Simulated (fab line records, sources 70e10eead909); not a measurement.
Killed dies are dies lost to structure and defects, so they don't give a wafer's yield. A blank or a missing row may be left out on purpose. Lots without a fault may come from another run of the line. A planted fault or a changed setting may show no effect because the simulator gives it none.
Chamber matching | flow nand_harc | NHARC_A_CHANNEL_FILL_D2_ALD_16 on ald_hk-03: 4 sister chambers
The step deposits SiO2, target thk 1.5 nm, pulse time 10 s, ald cycles 15. 4 wafers are shown with their chamber, then 9 later ones without.

WAFERS WITH THEIR CHAMBER
wafer  | chamber | heater_power_w (W)
L459.5 | 0       | 415
L466.3 | 3       | 461
L466.4 | 1       | 449
L466.5 | 2       | 365

WAFERS WITHOUT THEIR CHAMBER
wafer  | heater_power_w (W)
L470.1 | 457
L470.3 | 404
L470.5 | 446
L471.4 | 447
L471.5 | 451
L471.6 | 365
L475.2 | 444
L475.3 | 462
L475.5 | 446

WHICH CHAMBER EACH WENT THROUGH
wafer  | from the rows above     | in truth
L470.1 | can't be placed: 3 or 1 | 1
L470.3 | 0                       | 0
L470.5 | 1                       | 1
L471.4 | 1                       | 1
L471.5 | can't be placed: 1 or 3 | 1
L471.6 | 2                       | 2
L475.2 | 1                       | 1
L475.3 | 3                       | 3
L475.5 | 1                       | 1
Placed correctly: 7 of 9. Can't be placed from these rows: 2 (the true chamber is among the candidates in 2). Placed wrongly: 0.
How it was worked out, from the rows above alone: a wafer's distance from a chamber is the root of the sum, over the readings, of the square of ((its reading less the chamber's mean) divided by the reading's scatter). The wafer belongs to the nearest chamber; if the next one is less than 2 further off, it can't be placed. A chamber's mean is the mean of its shown wafers. The scatter: with one shown wafer a chamber, the root of the mean of the squares of how far each hidden wafer lies from its nearest shown one.
